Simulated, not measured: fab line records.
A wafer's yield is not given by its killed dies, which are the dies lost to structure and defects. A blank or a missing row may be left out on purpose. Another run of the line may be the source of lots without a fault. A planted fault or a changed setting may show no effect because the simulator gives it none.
A single fault, viewed from 3 desks || flow n5_finfet || only its own numbers are on each desk; what lay behind them is given at the end

## FOR THE TOOL OWNER'S DESK: pecvd-02
The tool's own readings at N5_BEOL_M3_DEP_57 (deposits SiCN from 3MS/NH3, target thk 8 nm, time 14 s): means of the sampled wafers that have a number, for each lot that ran on this tool. A lot is out of limits, marked OUT, if its mean lies more than 4 standard deviations from the usual mean; the brackets give that distance.
Columns: A = showerhead_plenum_p_Torr at N5_BEOL_M3_DEP_57, usual 3.666 Torr; B = throttle_valve_pct at N5_BEOL_M3_DEP_57, usual 9.2 %
{"lot": "L542", "first seen here": "day 7 19:14", "A": 3.666, "B": 9.1}
{"lot": "L543", "first seen here": "day 7 20:33", "A": 3.660, "B": 9.0}
{"lot": "L557", "first seen here": "day 12 07:29", "A": 3.667, "B": 8.8}
Finding of this desk: none of the 3 lots has anything out of limits.

## METROLOGY DESK
What the gauges read for every lot (on any tool): the sampled wafers with a number, averaged. A lot is out of limits, marked OUT, if its mean lies more than 4 standard deviations from the usual mean; the brackets give that distance. It has 10 readings; the 7 that lie furthest out on some lot are the ones shown.
Columns: A = DIBL_P at N5_BEOL_M4_RC_MEAS_101, usual 35.8 mV/V; B = IOFF_N at N5_BEOL_M4_RC_MEAS_101, usual 0.152 nA/um; C = IOFF_P at N5_BEOL_M4_RC_MEAS_101, usual 0.20 nA/um; D = ION_P at N5_BEOL_M4_RC_MEAS_101, usual 459 uA/um; E = SS_N at N5_BEOL_M4_RC_MEAS_101, usual 71.5 mV/dec; F = SS_P at N5_BEOL_M4_RC_MEAS_101, usual 73.2 mV/dec; G = VT_P at N5_BEOL_M4_RC_MEAS_101, usual -252 mV
{"lot": "L542", "first seen here": "day 9 08:02", "A": 36.2, "B": 0.157, "C": 0.22, "D": 464, "E": 72.1, "F": 73.7, "G": -246}
{"lot": "L543", "first seen here": "day 9 11:49", "A": 34.2, "B": 0.132, "C": 0.18, "D": 455, "E": 71.3, "F": 72.7, "G": -254}
{"lot": "L545", "first seen here": "day 9 22:49", "A": 36.4, "B": 0.170, "C": 0.20, "D": 454, "E": 71.8, "F": 73.3, "G": -252}
{"lot": "L548", "first seen here": "day 10 23:28", "A": 36.0, "B": 0.152, "C": 0.19, "D": 453, "E": 71.3, "F": 73.4, "G": -252}
{"lot": "L549", "first seen here": "day 11 01:23", "A": 33.3, "B": 0.125, "C": 0.18, "D": 459, "E": 70.9, "F": 72.5, "G": -251}
{"lot": "L557", "first seen here": "day 12 20:21", "A": 35.9, "B": 0.162, "C": 0.19, "D": 459, "E": 71.9, "F": 73.5, "G": -252}
{"lot": "L559", "first seen here": "day 13 03:50", "A": 33.8, "B": 0.138, "C": 0.17, "D": 453, "E": 71.1, "F": 72.6, "G": -255}
{"lot": "L563", "first seen here": "day 14 03:56", "A": 37.4, "B": 0.152, "C": 0.19, "D": 450, "E": 71.6, "F": 73.6, "G": -252}
{"lot": "L562", "first seen here": "day 14 16:58", "A": 33.9, "B": 0.138, "C": 0.21, "D": 464, "E": 71.2, "F": 73.2, "G": -248}
{"lot": "L564", "first seen here": "day 15 06:46", "A": 36.4, "B": 0.168, "C": 0.23, "D": 467, "E": 71.4, "F": 74.0, "G": -250}
Finding of this desk: none of the 10 lots has anything out of limits.

## THE DEFECT DESK
Lot by lot, what the route's inspections counted, given as the mean of those sampled wafers with a number. A lot is out of limits, marked OUT, if its mean lies more than 4 standard deviations from the usual mean; the brackets give that distance.
Columns: A = raw_defect_count at N5_BEOL_M3_INSPECT_59, usual 75; B = raw_defect_count at N5_BEOL_M4_INSPECT_13, usual 429
{"lot": "L542", "first seen here": "day 7 19:20", "A": 74, "B": 286}
{"lot": "L543", "first seen here": "day 7 20:38", "A": 51, "B": 346}
{"lot": "L545", "first seen here": "day 9 09:49", "A": 75, "B": 306}
{"lot": "L548", "first seen here": "day 10 06:40", "A": 48, "B": 360}
{"lot": "L549", "first seen here": "day 10 09:16", "A": 57, "B": 384}
{"lot": "L557", "first seen here": "day 12 07:35", "A": "283 (+8.0) OUT", "B": 677}
{"lot": "L559", "first seen here": "day 12 13:25", "A": 67, "B": 364}
{"lot": "L563", "first seen here": "day 13 13:50", "A": 55, "B": 393}
{"lot": "L562", "first seen here": "day 14 01:40", "A": 77, "B": 494}
{"lot": "L564", "first seen here": "day 14 07:42", "A": 92, "B": 545}
This desk's finding: out of limits on L557; first on L557, day 12 07:35 (raw_defect_count at N5_BEOL_M3_INSPECT_59). Within limits: L542, L543, L545, L548, L549, L559, L563, L562, L564.

## PUT TOGETHER
The defect desk could have raised an alarm at day 12 07:35, on L557.
The desk of the tool owner found nothing out of limits.
Nothing out of limits was seen by the metrology desk.
On record at the tool owner's desk: L557, within its limits.
The metrology desk holds a record of L557, inside its limits.
All the named lots went through N5_BEOL_M3_DEP_57 on pecvd-02.

## WHAT THE SIMULATOR PUT IN
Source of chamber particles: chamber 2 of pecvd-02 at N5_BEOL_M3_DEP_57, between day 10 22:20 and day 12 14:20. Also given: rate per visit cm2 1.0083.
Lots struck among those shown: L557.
Hours from the fault's start to each desk's first reading out of limits: the defect desk, 33.
